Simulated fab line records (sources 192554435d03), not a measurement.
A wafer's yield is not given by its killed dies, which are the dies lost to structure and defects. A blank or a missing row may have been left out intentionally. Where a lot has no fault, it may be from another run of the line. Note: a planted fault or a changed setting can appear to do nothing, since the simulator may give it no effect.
Matching of chambers :: flow n5_finfet :: N5_BEOL_M0_SAQP_STRIP_75 on rie_diel-05: 4 sister chambers
The step strips in CF4. 8 wafers are shown with their chamber, then 9 later ones without.

WAFERS, EACH WITH ITS CHAMBER
wafer: L081.1
chamber: 0
throttle_valve_pct (%): 13.28
showerhead_plenum_p_Torr (Torr): 1.84

wafer: L082.1
chamber: 2
throttle_valve_pct (%): 13.07
showerhead_plenum_p_Torr (Torr): 1.82

wafer: L087.2
chamber: 1
throttle_valve_pct (%): 13.56
showerhead_plenum_p_Torr (Torr): 1.85

wafer: L087.5
chamber: 2
throttle_valve_pct (%): 13.08
showerhead_plenum_p_Torr (Torr): 1.81

wafer: L087.6
chamber: 3
throttle_valve_pct (%): 13.54
showerhead_plenum_p_Torr (Torr): 1.86

wafer: L088.2
chamber: 3
throttle_valve_pct (%): 13.53
showerhead_plenum_p_Torr (Torr): 1.86

wafer: L088.3
chamber: 0
throttle_valve_pct (%): 13.29
showerhead_plenum_p_Torr (Torr): 1.84

wafer: L088.6
chamber: 1
throttle_valve_pct (%): 13.57
showerhead_plenum_p_Torr (Torr): 1.85

WAFERS WHOSE CHAMBER IS MISSING
wafer: L091.3
throttle_valve_pct (%): 13.57
showerhead_plenum_p_Torr (Torr): 1.85

wafer: L091.4
throttle_valve_pct (%): 13.11
showerhead_plenum_p_Torr (Torr): 1.81

wafer: L091.6
throttle_valve_pct (%): 13.59
showerhead_plenum_p_Torr (Torr): 1.85

wafer: L094.2
throttle_valve_pct (%): 13.57
showerhead_plenum_p_Torr (Torr): 1.85

wafer: L094.4
throttle_valve_pct (%): 13.11
showerhead_plenum_p_Torr (Torr): 1.81

wafer: L094.6
throttle_valve_pct (%): 13.56
showerhead_plenum_p_Torr (Torr): 1.85

wafer: L096.1
throttle_valve_pct (%): 13.33
showerhead_plenum_p_Torr (Torr): 1.84

wafer: L096.2
throttle_valve_pct (%): 13.59
showerhead_plenum_p_Torr (Torr): 1.84

wafer: L096.6
throttle_valve_pct (%): 13.33
showerhead_plenum_p_Torr (Torr): 1.84

WHICH CHAMBER EACH WENT THROUGH
wafer: L091.3
from the rows above: 1
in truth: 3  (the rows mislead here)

wafer: L091.4
from the rows above: 2
in truth: 2

wafer: L091.6
from the rows above: 1
in truth: 1

wafer: L094.2
from the rows above: 1
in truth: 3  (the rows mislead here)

wafer: L094.4
from the rows above: 2
in truth: 2

wafer: L094.6
from the rows above: 1
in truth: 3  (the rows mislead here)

wafer: L096.1
from the rows above: 0
in truth: 0

wafer: L096.2
from the rows above: 1
in truth: 1

wafer: L096.6
from the rows above: 0
in truth: 0
6 of 9 placed correctly. Can't be placed from these rows: 0. Placed wrongly: 3.
How it was worked out, from the rows above alone: a wafer's distance from a chamber is the root of the sum, over the readings, of the square of ((its reading less the chamber's mean) divided by the reading's scatter). If the next closest chamber is less than 2 further off than the closest, the wafer can't be placed; otherwise it belongs to the closest. Each chamber's mean is taken over the wafers shown for it. The scatter is the square root of a quotient: the sum, over the shown wafers, of each reading's squared deviation from its chamber's mean, divided by wafers minus chambers.
